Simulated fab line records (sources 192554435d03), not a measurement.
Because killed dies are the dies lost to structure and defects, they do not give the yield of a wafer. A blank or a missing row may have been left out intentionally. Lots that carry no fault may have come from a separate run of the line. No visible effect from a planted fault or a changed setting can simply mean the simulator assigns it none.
Which tool did it? / flow n5Finfet / Sampling: 11 lots, 33 wafers, 2 of 1938 route steps

## WHAT THE GAUGES READ, wafer by wafer
N5_BEOL_M14_CD_MEAS_17: target cd 250 nm. Usual: cdNm 251.2 nm, standard deviation 1.9.
lot=L626; measured=day 11 22:35; on=cdSem-01; cdNm (nm)=251.4 248.2 254.4; flag=
lot=L628; measured=day 11 20:48; on=cdSem-03; cdNm (nm)=248.6 248.6 253.2; flag=
lot=L627; measured=day 11 22:50; on=cdSem-03; cdNm (nm)=253.9 248.9 248.4; flag=
lot=L629; measured=day 12 12:22; on=cdSem-01; cdNm (nm)=250.2 252.7 253.1; flag=
lot=L631; measured=day 13 04:47; on=cdSem-02; cdNm (nm)=250.4 253.0 254.0; flag=
lot=L632; measured=day 13 08:22; on=cdSem-02; cdNm (nm)=249.9 249.3 250.9; flag=
lot=L633; measured=day 13 07:36; on=cdSem-03; cdNm (nm)=254.1 254.3 251.8; flag=
lot=L634; measured=day 13 12:18; on=cdSem-02; cdNm (nm)=251.3 251.1 252.1; flag=
lot=L636; measured=day 14 00:36; on=cdSem-01; cdNm (nm)=254.0 249.6 250.6; flag=
lot=L638; measured=day 15 11:01; on=cdSem-02; cdNm (nm)=254.3 255.2 254.0; flag=
lot=L647; measured=day 18 08:01; on=cdSem-01; cdNm (nm)=252.9 252.3 252.0; flag=

## WHICH TOOL RAN EACH LOT (tool, then ch and the chambers of the sampled wafers, then the start)
lot=L626; N5_BEOL_M6_ILD_DEP_00=pecvd-01 ch 0,1,2, day 8 19:36
lot=L628; N5_BEOL_M6_ILD_DEP_00=pecvd-01 ch 0,1,2, day 9 00:49
lot=L627; N5_BEOL_M6_ILD_DEP_00=pecvd-01 ch 0,1, day 9 06:44
lot=L629; N5_BEOL_M6_ILD_DEP_00=pecvd-01 ch 0,2, day 9 18:05
lot=L631; N5_BEOL_M6_ILD_DEP_00=pecvd-01 ch 0,2, day 10 01:12
lot=L632; N5_BEOL_M6_ILD_DEP_00=pecvd-01 ch 0,2, day 10 08:11
lot=L633; N5_BEOL_M6_ILD_DEP_00=pecvd-03 ch 0,1, day 10 09:52
lot=L634; N5_BEOL_M6_ILD_DEP_00=pecvd-01 ch 0,1, day 10 10:07
lot=L636; N5_BEOL_M6_ILD_DEP_00=pecvd-03 ch 0, day 11 10:23
lot=L638; N5_BEOL_M6_ILD_DEP_00=pecvd-03 ch 0,1,2, day 12 10:56
lot=L647; N5_BEOL_M6_ILD_DEP_00=pecvd-01 ch 1,2, day 15 09:09
- N5_BEOL_M6_ILD_DEP_00: deposits SiCOH lowk from DEMS/porogen, target thk 179.75 nm, time 33.4 s.

## AS READ BY THE TOOLS THEMSELVES (means over the sampled wafers that have a number; for cases with no such wafer, the mark the record gives instead)
N5_BEOL_M6_ILD_DEP_00. Usual: heaterPowerOuterW 139 W, standard deviation 36; heaterPowerW 310 W, standard deviation 53; showerheadPlenumPTorr 5.744 Torr, standard deviation 0.015; showerheadVppV 1399 V, standard deviation 23; throttleValvePct 13.8 %, standard deviation 0.47.
lot=L626; tool=pecvd-01; heaterPowerOuterW (W)=152; heaterPowerW (W)=329; showerheadPlenumPTorr (Torr)=5.740; showerheadVppV (V)=1418; throttleValvePct (%)=13.9; flag=
lot=L628; tool=pecvd-01; heaterPowerOuterW (W)=163; heaterPowerW (W)=338; showerheadPlenumPTorr (Torr)=5.742; showerheadVppV (V)=1410; throttleValvePct (%)=13.9; flag=
lot=L627; tool=pecvd-01; heaterPowerOuterW (W)=182; heaterPowerW (W)=379; showerheadPlenumPTorr (Torr)=5.744; showerheadVppV (V)=1423; throttleValvePct (%)=13.9; flag=
lot=L629; tool=pecvd-01; heaterPowerOuterW (W)=158; heaterPowerW (W)=328; showerheadPlenumPTorr (Torr)=5.735; showerheadVppV (V)=1412; throttleValvePct (%)=14.1; flag=
lot=L631; tool=pecvd-01; heaterPowerOuterW (W)=154; heaterPowerW (W)=320; showerheadPlenumPTorr (Torr)=5.729; showerheadVppV (V)=1411; throttleValvePct (%)=14.1; flag=
lot=L632; tool=pecvd-01; heaterPowerOuterW (W)=142; heaterPowerW (W)=308; showerheadPlenumPTorr (Torr)=5.738; showerheadVppV (V)=1410; throttleValvePct (%)=13.9; flag=
lot=L633; tool=pecvd-03; heaterPowerOuterW (W)=90; heaterPowerW (W)=249; showerheadPlenumPTorr (Torr)=5.758; showerheadVppV (V)=1367; throttleValvePct (%)=13.7; flag=
lot=L634; tool=pecvd-01; heaterPowerOuterW (W)=163; heaterPowerW (W)=346; showerheadPlenumPTorr (Torr)=5.736; showerheadVppV (V)=1397; throttleValvePct (%)=14.2; flag=
lot=L636; tool=pecvd-03; heaterPowerOuterW (W)=76; heaterPowerW (W)=228; showerheadPlenumPTorr (Torr)=5.741; showerheadVppV (V)=1389; throttleValvePct (%)=13.7; flag=
lot=L638; tool=pecvd-03; heaterPowerOuterW (W)=112; heaterPowerW (W)=273; showerheadPlenumPTorr (Torr)=5.752; showerheadVppV (V)=1389; throttleValvePct (%)=13.2; flag=
lot=L647; tool=pecvd-01; heaterPowerOuterW (W)=124; heaterPowerW (W)=299; showerheadPlenumPTorr (Torr)=5.745; showerheadVppV (V)=1429; throttleValvePct (%)=14.0; flag=

## THE ANSWER, worked out from the rows above alone
Rule: lot off if the mean of its wafers having a number is beyond 3 standard deviations from the usual mean. Also off: a lot with no number at a reading for which 4 or more lots have one. The other lots that the step has rows for count as sound. First the gauges in route order, then the tools' own readings, where a lot's mean is used as printed above. The first step at which some lot is off is used, and at that step the reading that is off furthest; a lot without a number counts as furthest.
Across all readings shown, no lot is off: no conclusion can be drawn from this.

## WHAT THE SIMULATOR HAD INSERTED
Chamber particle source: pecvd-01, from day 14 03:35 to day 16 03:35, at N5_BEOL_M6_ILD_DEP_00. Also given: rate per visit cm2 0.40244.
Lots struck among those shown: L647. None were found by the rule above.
